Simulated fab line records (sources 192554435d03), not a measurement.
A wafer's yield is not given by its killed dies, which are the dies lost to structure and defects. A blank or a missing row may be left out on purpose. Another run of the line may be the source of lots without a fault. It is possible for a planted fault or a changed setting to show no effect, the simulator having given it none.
Which tool was responsible?    flow n5Finfet    45 wafers from 15 lots sampled at 7 of the route's 1938 steps

## WHAT THE GAUGES SHOWED, per wafer
N5_MOL_CONTACT_COAG_CD_MEAS_99 targets a cd of 17.2 nm.
lot   measured      on        cdNm (nm)
L340  day 4 16:20   cdSem-01  17.27 17.68 16.85
L341  day 5 01:55   cdSem-01  17.49 16.91 17.58
L342  day 5 08:49   cdSem-02  17.28 17.40 17.23
L343  day 5 11:19   cdSem-01  17.46 17.42 17.42
L344  day 5 20:26   cdSem-03  17.10 17.60 17.28
L348  day 6 18:41   cdSem-01  17.59 17.39 17.48
L350  day 7 03:58   cdSem-02  17.13 16.96 17.62
L349  day 7 05:59   cdSem-01  17.15 17.54 17.07
L351  day 7 14:06   cdSem-01  17.10 17.16 17.26
L352  day 7 16:26   cdSem-01  17.47 17.11 17.35
L354  day 8 01:10   cdSem-02  16.79 17.70 17.43
L355  day 8 12:42   cdSem-02  - - -
L356  day 8 15:14   cdSem-01  - - -
L357  day 8 22:56   cdSem-02  - - -
L363  day 10 11:17  cdSem-01  16.78 17.10 17.00

N5_BEOL_M4_RC_MEAS_101.
lot   measured      on         DIBL_N (mV/V)   DIBL_P (mV/V)   IOFF_N (nA/um)     IOFF_P (nA/um)     ION_N (uA/um)  ION_P (uA/um)  SS_N (mV/dec)   SS_P (mV/dec)   VT_N (mV)          VT_P (mV)
L340  day 7 23:13   prober-02  38.0 39.3 36.9  37.7 38.8 36.6  0.172 0.190 0.149  0.236 0.250 0.218  676 676 673    466 466 468    71.7 72.2 71.5  72.8 73.7 73.6  250.4 247.5 252.5  -248 -247 -250
L341  day 8 06:04   prober-02  34.3 35.2 35.5  35.8 36.7 36.3  0.140 0.143 0.152  0.193 0.203 0.208  663 666 671    465 461 462    71.6 71.8 71.7  72.8 72.6 73.3  250.5 251.5 249.1  -251 -251 -249
L342  day 8 17:36   prober-01  36.9 34.8 37.4  37.8 34.3 37.7  0.177 0.138 0.188  0.222 0.175 0.220  669 678 690    460 463 466    71.7 70.9 71.8  73.2 73.1 74.0  248.6 253.1 247.8  -249 -252 -250
L343  day 9 01:41   prober-02  34.9 33.5 35.1  35.5 33.6 36.0  0.155 0.128 0.159  0.228 0.191 0.224  680 667 687    471 466 471    71.6 71.3 72.0  73.5 72.9 73.1  249.3 252.2 249.7  -249 -252 -247
L344  day 9 03:20   prober-01  37.1 36.6 36.3  37.2 36.7 36.3  0.180 0.178 0.169  0.253 0.256 0.241  687 675 684    474 468 475    71.6 71.7 71.6  73.5 72.6 73.6  247.7 247.2 244.9  -247 -246 -245
L348  day 10 11:13  prober-01  36.3 37.1 36.9  37.3 37.9 37.7  0.169 0.187 0.176  0.261 0.267 0.256  678 673 689    474 474 474    71.1 72.0 71.9  74.2 73.4 73.4  248.6 245.1 248.4  -245 -243 -244
L350  day 10 02:55  prober-02  38.4 37.3 37.9  37.1 36.7 36.9  0.194 0.182 0.184  0.234 0.243 0.232  675 687 680    462 467 469    71.9 71.9 71.9  73.4 74.1 73.7  245.2 248.5 245.5  -250 -250 -251
L349  day 10 18:02  prober-02  36.5 36.8 37.5  33.8 35.0 35.5  0.151 0.151 0.163  0.192 0.203 0.220  676 678 677    461 468 466    71.2 71.1 71.2  72.1 73.8 73.2  250.4 249.4 249.3  -251 -251 -248
L351  day 11 02:08  prober-02  39.2 40.3 38.9  39.4 40.9 39.0  0.188 0.209 0.170  0.213 0.247 0.197  679 668 674    461 456 455    72.3 72.9 72.2  74.0 75.4 74.6  248.0 247.4 250.9  -251 -249 -254
L352  day 11 04:09  prober-01  35.7 37.9 36.0  35.4 37.3 35.4  0.134 0.174 0.140  0.212 0.239 0.210  666 681 675    469 465 468    70.7 72.1 71.0  72.5 73.1 72.9  251.2 249.5 249.9  -249 -246 -249
L354  day 11 20:25  prober-02  36.8 36.1 36.4  37.4 36.8 36.4  0.157 0.154 0.155  0.227 0.219 0.219  668 678 678    458 468 469    72.0 71.6 70.4  74.0 73.4 73.7  251.6 250.2 251.5  -247 -249 -249
L363  day 13 16:08  prober-02  37.0 36.4 36.7  36.3 36.3 36.4  0.169 0.166 0.173  0.218 0.213 0.222  677 682 680    459 464 464    72.2 71.4 72.0  72.9 74.0 73.8  249.2 247.6 247.2  -251 -252 -249

## EACH LOT AND THE TOOL THAT RAN IT (in order: tool; ch and the chambers of the sampled wafers; start)
lot   N5_GATE_CUT_ALD_22               N5_GATE_CUT_CMP_43            N5_MOL_CONTACT_COAG_ETCH_105      N5_MOL_CONTACT_COAG_ETCH_106      N5_MOL_CONTACT_COAG_ETCH_110
L340  aldSin-02 ch 1,2,3, day 4 12:50  cmp-04 ch 0,1,3, day 4 14:38  rieDiel-01 ch 0,2,3, day 4 16:00  rieDiel-01 ch 0,2,3, day 4 16:02  rieDiel-01 ch 0,2,3, day 4 16:13
L341  aldSin-04 ch 0,2,3, day 4 22:32  cmp-03 ch 0,2, day 5 00:26    rieDiel-01 ch 1,2,3, day 5 01:34  rieDiel-01 ch 1,2,3, day 5 01:36  rieDiel-01 ch 1,2,3, day 5 01:47
L342  aldSin-04 ch 0,2, day 5 05:28    cmp-03 ch 1,3, day 5 07:22    rieDiel-06 ch 2,3, day 5 08:28    rieDiel-06 ch 2,3, day 5 08:30    rieDiel-06 ch 2,3, day 5 08:41
L343  aldSin-01 ch 0,1,3, day 5 07:41  cmp-04 ch 0,3, day 5 09:34    rieDiel-06 ch 1,2,3, day 5 10:58  rieDiel-06 ch 1,2,3, day 5 10:59  rieDiel-06 ch 1,2,3, day 5 11:11
L344  aldSin-01 ch 0,2, day 5 16:38    cmp-01 ch 1,3, day 5 18:26    rieDiel-06 ch 0,3, day 5 20:05    rieDiel-06 ch 0,3, day 5 20:07    rieDiel-06 ch 0,3, day 5 20:19
L348  aldSin-02 ch 1,2,3, day 6 15:20  cmp-03 ch 0,1, day 6 17:08    rieDiel-06 ch 2,3, day 6 18:20    rieDiel-06 ch 2,3, day 6 18:22    rieDiel-06 ch 2,3, day 6 18:34
L350  aldSin-04 ch 0,3, day 7 00:28    cmp-04 ch 0,2, day 7 02:26    rieDiel-06 ch 1,2,3, day 7 03:37  rieDiel-06 ch 1,2,3, day 7 03:39  rieDiel-06 ch 1,2,3, day 7 03:50
L349  aldSin-01 ch 2,3, day 7 02:38    cmp-03 ch 0,3, day 7 04:32    rieDiel-01 ch 1,2,3, day 7 05:38  rieDiel-01 ch 1,2,3, day 7 05:40  rieDiel-01 ch 1,2,3, day 7 05:52
L351  aldSin-04 ch 1,2, day 7 10:34    cmp-04 ch 0,1, day 7 12:22    rieDiel-01 ch 1,2,3, day 7 13:46  rieDiel-01 ch 1,2,3, day 7 13:47  rieDiel-01 ch 1,2,3, day 7 13:59
L352  aldSin-04 ch 2,3, day 7 12:48    cmp-04 ch 0,2,3, day 7 14:46  rieDiel-06 ch 1,2,3, day 7 16:05  rieDiel-06 ch 1,2,3, day 7 16:07  rieDiel-06 ch 1,2,3, day 7 16:19
L354  aldSin-04 ch 0,2, day 7 21:40    cmp-03 ch 1,2, day 7 23:28    rieDiel-02 ch 1,2,3, day 8 00:49  rieDiel-02 ch 1,2,3, day 8 00:51  rieDiel-02 ch 1,2,3, day 8 01:02
L355  aldSin-01 ch 0,1,2, day 8 09:11  cmp-03 ch 0,2,3, day 8 11:01  rieDiel-01 ch 0,2,3, day 8 12:22  rieDiel-01 ch 0,2,3, day 8 12:23  rieDiel-01 ch 0,2,3, day 8 12:35
L356  aldSin-01 ch 0,1,3, day 8 11:35  cmp-04 ch 0,1,3, day 8 13:24  rieDiel-06 ch 0,2,3, day 8 14:53  rieDiel-06 ch 0,2,3, day 8 14:55  rieDiel-06 ch 0,2,3, day 8 15:07
L357  aldSin-04 ch 1,3, day 8 19:17    cmp-03 ch 0,2, day 8 21:22    rieDiel-01 ch 1,3, day 8 22:35    rieDiel-01 ch 1,3, day 8 22:37    rieDiel-01 ch 1,3, day 8 22:49
L363  aldSin-02 ch 2,3, day 10 07:36   cmp-01 ch 0,1, day 10 09:38   rieDiel-01 ch 0,1, day 10 10:57   rieDiel-01 ch 0,1, day 10 10:58   rieDiel-01 ch 0,1, day 10 11:10
- N5_GATE_CUT_ALD_22: deposits SiNx, target thk 16 nm, pulse time 1 s, ald cycles 320.
- N5_GATE_CUT_CMP_43: polishes SiO2.
- N5_MOL_CONTACT_COAG_ETCH_105: etches SiARC in CF4, target depth 15.6 nm, time 26 s.
- N5_MOL_CONTACT_COAG_ETCH_106: etches SOC in N2/H2, target depth 80 nm, overetch 16 nm, time 120 s.
- N5_MOL_CONTACT_COAG_ETCH_110: etches Si in CF4/O2, target depth 2.5 nm, time 8 s.

## AS READ BY THE TOOLS THEMSELVES (means over the sampled wafers that have a number; for cases with no such wafer, the mark the record gives instead)
N5_GATE_CUT_ALD_22.
lot   tool       heaterPowerW (W)  precursorPulseHeightRel
L340  aldSin-02  872               1.010
L341  aldSin-04  783               0.986
L342  aldSin-04  802               1.007
L343  aldSin-01  806               1.013
L344  aldSin-01  767               1.020
L348  aldSin-02  880               1.009
L350  aldSin-04  788               1.012
L349  aldSin-01  821               1.002
L351  aldSin-04  747               1.002
L352  aldSin-04  760               0.987
L354  aldSin-04  819               0.969
L355  aldSin-01  756               0.997
L356  aldSin-01  817               1.026
L357  aldSin-04  725               1.009
L363  aldSin-02  854               0.996

N5_GATE_CUT_CMP_43.
lot   tool    edgeZonePressureFrac  motorCurrentA (A)  padLifeWafers  slurryFlowMlMin
L340  cmp-04  1.002                 12.6               973            150.0
L341  cmp-03  1.000                 12.1               410            150.4
L342  cmp-03  0.997                 12.7               452            149.5
L343  cmp-04  1.005                 12.7               1111           149.8
L344  cmp-01  1.000                 14.7               2083           150.2
L348  cmp-03  0.998                 11.2               774            149.6
L350  cmp-04  1.003                 13.7               1525           150.0
L349  cmp-03  0.993                 11.9               859            150.1
L351  cmp-04  1.001                 12.9               1596           150.3
L352  cmp-04  0.999                 12.8               1622           149.9
L354  cmp-03  0.995                 13.9               1020           150.3
L355  cmp-03  0.998                 13.3               1123           150.0
L356  cmp-04  1.002                 12.7               1801           149.8
L357  cmp-03  0.999                 13.2               1238           150.0
L363  cmp-01  1.000                 13.5               678            150.0

N5_MOL_CONTACT_COAG_ETCH_105.
lot   tool        biasW (W)  cf4FlowSccm (sccm)  drypumpMotorCurrentA (A)  etchRfOnTimeS (s)  oesProductAu (a.u.)  rfVppV (V)  showerheadPlenumPTorr (Torr)  throttleValvePct (%)
L340  rieDiel-01  36.04      100.02              5.6                       25.8               0.65                 184.5       2.18                          15.75
L341  rieDiel-01  35.94      100.10              5.6                       26.1               0.69                 185.4       2.24                          15.61
L342  rieDiel-06  36.02      100.05              6.1                       25.8               0.67                 184.7       2.18                          15.85
L343  rieDiel-06  36.06      100.16              5.6                       26.1               0.63                 184.0       2.16                          15.86
L344  rieDiel-06  36.03      99.82               5.9                       25.9               0.78                 183.7       2.12                          15.49
L348  rieDiel-06  35.99      99.85               5.7                       25.7               0.65                 184.4       2.20                          15.91
L350  rieDiel-06  35.98      100.12              5.6                       25.8               0.70                 184.7       2.16                          15.72
L349  rieDiel-01  36.03      99.67               5.6                       25.7               0.68                 184.7       2.24                          15.64
L351  rieDiel-01  36.02      100.00              5.6                       26.0               0.67                 185.6       2.23                          15.65
L352  rieDiel-06  35.98      99.71               5.6                       26.0               0.69                 183.9       2.16                          15.73
L354  rieDiel-02  36.14      99.94               6.2                       25.7               0.64                 185.2       2.17                          15.55
L355  rieDiel-01  -          -                   -                         -                  -                    -           -                             -
L356  rieDiel-06  -          -                   -                         -                  -                    -           -                             -
L357  rieDiel-01  -          -                   -                         -                  -                    -           -                             -
L363  rieDiel-01  36.08      100.13              5.6                       26.4               0.67                 184.4       2.18                          15.58

N5_MOL_CONTACT_COAG_ETCH_106.
lot   tool        biasW (W)  chamberPressureMTorr (mTorr)  drypumpMotorCurrentA (A)  oesProductAu (a.u.)  rfVppV (V)  showerheadPlenumPTorr (Torr)  throttleValvePct (%)
L340  rieDiel-01  150.0      29.994                        5.7                       0.68                 524.7       2.58                          17.98
L341  rieDiel-01  150.0      29.990                        5.6                       0.72                 527.2       2.67                          17.83
L342  rieDiel-06  150.3      30.033                        6.1                       0.70                 525.5       2.60                          18.18
L343  rieDiel-06  150.4      30.022                        5.6                       0.66                 524.7       2.57                          18.09
L344  rieDiel-06  150.2      29.992                        5.9                       0.81                 523.8       2.52                          17.81
L348  rieDiel-06  150.0      30.028                        5.7                       0.68                 526.6       2.61                          18.21
L350  rieDiel-06  150.8      30.002                        5.6                       0.73                 524.6       2.56                          17.97
L349  rieDiel-01  149.5      30.011                        5.6                       0.70                 528.0       2.66                          17.86
L351  rieDiel-01  150.1      29.989                        5.6                       0.70                 526.4       2.66                          17.87
L352  rieDiel-06  150.0      30.010                        5.6                       0.73                 524.7       2.56                          17.96
L354  rieDiel-02  150.1      30.009                        6.2                       0.67                 525.1       2.58                          17.76
L355  rieDiel-01  149.9      29.996                        5.6                       0.27                 524.7       2.56                          17.97
L356  rieDiel-06  149.7      29.996                        5.8                       0.30                 524.2       2.56                          17.98
L357  rieDiel-01  150.1      30.002                        6.0                       0.30                 527.4       2.67                          17.71
L363  rieDiel-01  150.3      29.993                        5.6                       0.71                 525.8       2.60                          17.77

N5_MOL_CONTACT_COAG_ETCH_110.
lot   tool        O2_flow_sccm (sccm)  biasW (W)  drypumpMotorCurrentA (A)  oes_f_703_au (a.u.)  oesProductAu (a.u.)  rfVppV (V)  showerheadPlenumPTorr (Torr)  throttleValvePct (%)
L340  rieDiel-01  10.016               12.01      5.6                       0.76                 0.76                 127.1       2.26                          10.90
L341  rieDiel-01  9.990                11.98      5.6                       0.81                 0.81                 127.1       2.33                          10.72
L342  rieDiel-06  10.010               11.99      6.1                       0.78                 0.78                 127.6       2.26                          10.93
L343  rieDiel-06  10.001               12.01      5.6                       0.74                 0.74                 125.7       2.25                          11.01
L344  rieDiel-06  9.985                11.98      5.9                       0.91                 0.91                 127.7       2.21                          10.53
L348  rieDiel-06  10.000               12.03      5.7                       0.76                 0.76                 127.9       2.28                          11.03
L350  rieDiel-06  10.001               11.98      5.6                       0.82                 0.82                 127.0       2.24                          10.81
L349  rieDiel-01  9.989                12.02      5.6                       0.78                 0.79                 128.1       2.32                          10.79
L351  rieDiel-01  10.029               11.99      5.6                       0.78                 0.78                 128.2       2.32                          10.79
L352  rieDiel-06  9.998                12.00      5.6                       0.81                 0.82                 126.8       2.24                          10.81
L354  rieDiel-02  10.025               11.96      6.2                       0.76                 0.75                 126.8       2.25                          10.72
L355  rieDiel-01  10.000               11.98      5.6                       0.73                 0.73                 127.2       2.24                          11.00
L356  rieDiel-06  9.996                11.98      5.8                       0.80                 0.80                 127.8       2.24                          10.83
L357  rieDiel-01  10.015               12.01      6.0                       0.79                 0.79                 128.5       2.33                          10.68
L363  rieDiel-01  9.986                12.01      5.6                       0.78                 0.78                 127.9       2.27                          10.71

## THE ANSWER, worked out from the rows above alone
Rule: the usual values come from the lots themselves. Put in order of their means at a reading, lots are off if they are a third of the lots or fewer, leave a main group of 4 or more, and stand apart from it by a gap of 3 or more times the standard deviation of the main group's means; of several such gaps the widest counts. A main group is skipped when, at the precision printed for the reading in the tables above, its means are all equal. A lot without any number at a reading at which 4 lots or more have one is off too. Any other lot the step has rows for is counted as sound. The gauges are gone through in route order, then the tools' own readings, and for those a lot's mean is taken as printed above. At the first step where some lot is off, the reading lying furthest off is the one used; lots without a number count as furthest.
Off, at N5_MOL_CONTACT_COAG_CD_MEAS_99 on cdNm: L355, L356, L357. Without a number there: L355, L356, L357. The main group: mean 17.28 nm, standard deviation 0.13.
A tool fits if, at a process step before that reading, it ran every lot that is off, and no sound lot after the first of them. The gauges at N5_MOL_CONTACT_COAG_CD_MEAS_99 aren't tried: what is off there is off at N5_MOL_CONTACT_COAG_ETCH_105 too, on other tools, and a gauge's error can't cause that. No candidate that was tried fits.

## WHAT THE SIMULATOR PUT IN
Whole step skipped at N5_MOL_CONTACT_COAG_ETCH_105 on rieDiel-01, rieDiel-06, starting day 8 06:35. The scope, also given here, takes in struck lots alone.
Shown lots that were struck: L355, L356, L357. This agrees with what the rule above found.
